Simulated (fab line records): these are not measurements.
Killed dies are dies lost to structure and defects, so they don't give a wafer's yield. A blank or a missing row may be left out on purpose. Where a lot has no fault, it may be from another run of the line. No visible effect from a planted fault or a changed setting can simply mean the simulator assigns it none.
The tool behind it: which one? || flow n5_finfet || 36 wafers sampled from 12 lots at 1 step of a route of 1938

## WHAT THE GAUGES READ, wafer by wafer
N5_BEOL_M9_THK_MEAS_01.
{"lot": "L075", "measured": "day 9 20:30", "on": "film_metro-01", "M9_ILD_THK (nm)": "265 268 271"}
{"lot": "L077", "measured": "day 10 20:08", "on": "film_metro-02", "M9_ILD_THK (nm)": "266 269 273"}
{"lot": "L078", "measured": "day 11 03:34", "on": "film_metro-02", "M9_ILD_THK (nm)": "267 269 272"}
{"lot": "L081", "measured": "day 11 12:32", "on": "film_metro-01", "M9_ILD_THK (nm)": "264 266 270"}
{"lot": "L082", "measured": "day 11 18:25", "on": "film_metro-01", "M9_ILD_THK (nm)": "266 265 272"}
{"lot": "L085", "measured": "day 12 06:28", "on": "film_metro-02", "M9_ILD_THK (nm)": "266 274 275"}
{"lot": "L087", "measured": "day 13 01:16", "on": "film_metro-01", "M9_ILD_THK (nm)": "258 263 267"}
{"lot": "L088", "measured": "day 13 08:10", "on": "film_metro-01", "M9_ILD_THK (nm)": "269 277 275"}
{"lot": "L090", "measured": "day 13 15:49", "on": "film_metro-02", "M9_ILD_THK (nm)": "258 257 258"}
{"lot": "L093", "measured": "day 14 11:57", "on": "film_metro-01", "M9_ILD_THK (nm)": "269 268 275"}
{"lot": "L094", "measured": "day 15 19:11", "on": "film_metro-01", "M9_ILD_THK (nm)": "258 264 272"}
{"lot": "L097", "measured": "day 15 22:31", "on": "film_metro-01", "M9_ILD_THK (nm)": "259 271 266"}

## TOOL THAT RAN EACH LOT (tool first, then ch and the chambers of the sampled wafers, then the start)
The record holds no process step before these readings.

## THE ANSWER, worked out from the rows above alone
Rule: the lots themselves supply what counts as usual. Put in order of their means at a reading, lots are off if they are a third of the lots or fewer, leave a main group of 4 or more, and stand apart from it by a gap of 3 or more times the standard deviation of the main group's means; of several such gaps the widest counts. Not used: any main group whose means are identical at the precision the tables above print for the reading. Also off: a lot with no number at a reading for which 4 or more lots have one. Where the step has rows for the other lots, those lots are counted as sound.
Nothing can be told from this: no lot is off at any reading shown.

## WHAT THE SIMULATOR PUT IN
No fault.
